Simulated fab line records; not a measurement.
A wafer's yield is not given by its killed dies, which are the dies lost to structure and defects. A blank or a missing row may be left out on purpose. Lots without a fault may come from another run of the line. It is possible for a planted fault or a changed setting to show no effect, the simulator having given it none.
Which tool did it? + flow n5Finfet + 7 lots with 21 wafers sampled at 4 steps, on a route of 1938 steps

## WHAT THE GAUGES SHOWED, per wafer
N5_BEOL_M0_SAQP_CD_MEAS_25: the cd target is 13.1 nm.
| lot  | measured     | on       | cdNm (nm)         |
|------|--------------|----------|-------------------|
| L788 | day 6 08:15  | cdSem-02 | 12.78 12.91 12.49 |
| L791 | day 7 02:56  | cdSem-01 | 12.90 12.62 12.51 |
| L793 | day 7 15:57  | cdSem-01 | - - -             |
| L800 | day 9 06:11  | cdSem-01 | 12.86 12.94 13.22 |
| L801 | day 9 16:27  | cdSem-03 | 12.67 12.82 12.74 |
| L806 | day 11 03:37 | cdSem-01 | 12.73 12.92 13.09 |
| L808 | day 11 09:25 | cdSem-01 | 13.07 12.99 12.89 |

## TOOL THAT RAN EACH LOT (tool first, then ch and the chambers of the sampled wafers, then the start)
| lot  | N5_BEOL_M0_SAQP_HM_DEP_111      | N5_BEOL_M0_SAQP_ETCH_83           | N5_BEOL_M0_SAQP_HM_OPEN_112       |
|------|---------------------------------|-----------------------------------|-----------------------------------|
| L788 | pecvd-01 ch 1,2, day 6 06:02    | rieDiel-01 ch 0,1, day 6 06:36    | rieDiel-01 ch 0,1, day 6 06:46    |
| L791 | pecvd-01 ch 0,1,2, day 7 00:29  | rieDiel-02 ch 1,2,3, day 7 01:12  | rieDiel-02 ch 1,2,3, day 7 01:22  |
| L793 | pecvd-02 ch 0,2, day 7 13:37    | rieDiel-02 ch 0,2, day 7 14:13    | rieDiel-02 ch 0,2, day 7 14:23    |
| L800 | pecvd-04 ch 0,2, day 9 04:01    | rieDiel-02 ch 0,1,2, day 9 04:38  | rieDiel-02 ch 0,1,2, day 9 04:47  |
| L801 | pecvd-01 ch 0,2, day 9 14:20    | rieDiel-01 ch 1,2,3, day 9 14:56  | rieDiel-01 ch 1,2,3, day 9 15:05  |
| L806 | pecvd-01 ch 0,1,2, day 11 01:30 | rieDiel-06 ch 2,3, day 11 02:04   | rieDiel-06 ch 2,3, day 11 02:14   |
| L808 | pecvd-04 ch 0,1,2, day 11 07:16 | rieDiel-06 ch 0,2,3, day 11 07:52 | rieDiel-06 ch 0,2,3, day 11 08:01 |
- N5_BEOL_M0_SAQP_HM_DEP_111: deposits SiO2 from SiH4/N2O, target thk 12 nm, time 7.2 s.
- N5_BEOL_M0_SAQP_ETCH_83: etches SiARC in CF4, target depth 39 nm, time 65 s.
- N5_BEOL_M0_SAQP_HM_OPEN_112: chemistry CHF3/O2, target SiO2, stops on a-Si, target depth 12 nm, time 13.5 s.

## THE ANSWER, worked out from the rows above alone
Rule: usual is defined by the lots themselves. Put in order of their means at a reading, lots are off if they are a third of the lots or fewer, leave a main group of 4 or more, and stand apart from it by a gap of 3 or more times the standard deviation of the main group's means; of several such gaps the widest counts. If all means in a main group match to the digits the tables above print for the reading, that group is not used. A lot without any number at a reading at which 4 lots or more have one is off too. Where the step has rows for the other lots, those lots are counted as sound.
Off: L793 (N5_BEOL_M0_SAQP_CD_MEAS_25, cdNm). Without a number there: L793. For the main group the mean is 12.84 nm and the standard deviation 0.13.
If a tool, at a process step before that reading, ran all the lots that are off and no sound lot after the first of them, it fits. Those tools and the gauges at N5_BEOL_M0_SAQP_CD_MEAS_25 are tried in the same way. One fits: pecvd-02 at N5_BEOL_M0_SAQP_HM_DEP_111. It ran no sound lot before its first lot that is off in this sample, so the start can't be narrowed down.

## WHAT THE SIMULATOR HAD INSERTED
Beginning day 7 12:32, the whole step at N5_BEOL_M0_SAQP_HM_DEP_111 was skipped on pecvd-02. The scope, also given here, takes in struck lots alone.
Shown lots that were struck: L793. The rule above found the same.
